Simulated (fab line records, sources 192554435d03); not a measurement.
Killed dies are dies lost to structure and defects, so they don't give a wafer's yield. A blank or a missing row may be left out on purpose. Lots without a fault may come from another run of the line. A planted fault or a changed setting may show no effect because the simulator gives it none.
Chamber matching | flow n5_finfet | N5_STI_FIN_REVEAL_CMP_04 on cmp-04: 4 sister chambers
The step polishes, stops on Si3N4, t overpolish 4 s, target thk 131.83 nm. 8 wafers are shown with their chamber, then 10 later ones without.

WAFERS WITH THEIR CHAMBER
wafer  | chamber | time_to_endpoint_s (s) | motor_current_A (A)
L078.2 | 3       | 109                    | 8.9
L081.2 | 3       | 109                    | 8.2
L081.5 | 1       | 98                     | 7.9
L082.2 | 0       | 114                    | 8.4
L082.5 | 2       | 107                    | 8.0
L082.6 | 1       | 100                    | 7.9
L083.2 | 2       | 109                    | 8.0
L083.3 | 0       | 114                    | 8.4

WAFERS WITHOUT THEIR CHAMBER
wafer  | time_to_endpoint_s (s) | motor_current_A (A)
L083.4 | 104                    | 8.3
L084.2 | 116                    | 8.6
L084.4 | 102                    | 8.0
L084.5 | 119                    | 8.3
L085.1 | 115                    | 7.7
L085.2 | 115                    | 7.6
L085.3 | 118                    | 8.8
L096.2 | 114                    | 8.4
L096.3 | 120                    | 8.2
L096.4 | 114                    | 7.7

WHICH CHAMBER EACH WENT THROUGH
wafer  | from the rows above          | in truth
L083.4 | can't be placed: 2 or 3 or 1 | 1
L084.2 | 0                            | 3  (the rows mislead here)
L084.4 | 1                            | 1
L084.5 | 0                            | 0
L085.1 | 0                            | 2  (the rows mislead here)
L085.2 | 0                            | 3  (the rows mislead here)
L085.3 | 0                            | 0
L096.2 | 0                            | 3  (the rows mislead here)
L096.3 | 0                            | 0
L096.4 | 0                            | 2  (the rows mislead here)
Placed correctly: 4 of 10. Can't be placed from these rows: 1 (the true chamber is among the candidates in 1). Placed wrongly: 5.
How it was worked out, from the rows above alone: a wafer's distance from a chamber is the root of the sum, over the readings, of the square of ((its reading less the chamber's mean) divided by the reading's scatter). The wafer belongs to the nearest chamber; if the next one is less than 2 further off, it can't be placed. A chamber's mean is the mean of its shown wafers. The scatter: the root of (the sum of the squares of (reading less its chamber's mean) over the shown wafers, divided by (wafers less chambers)).
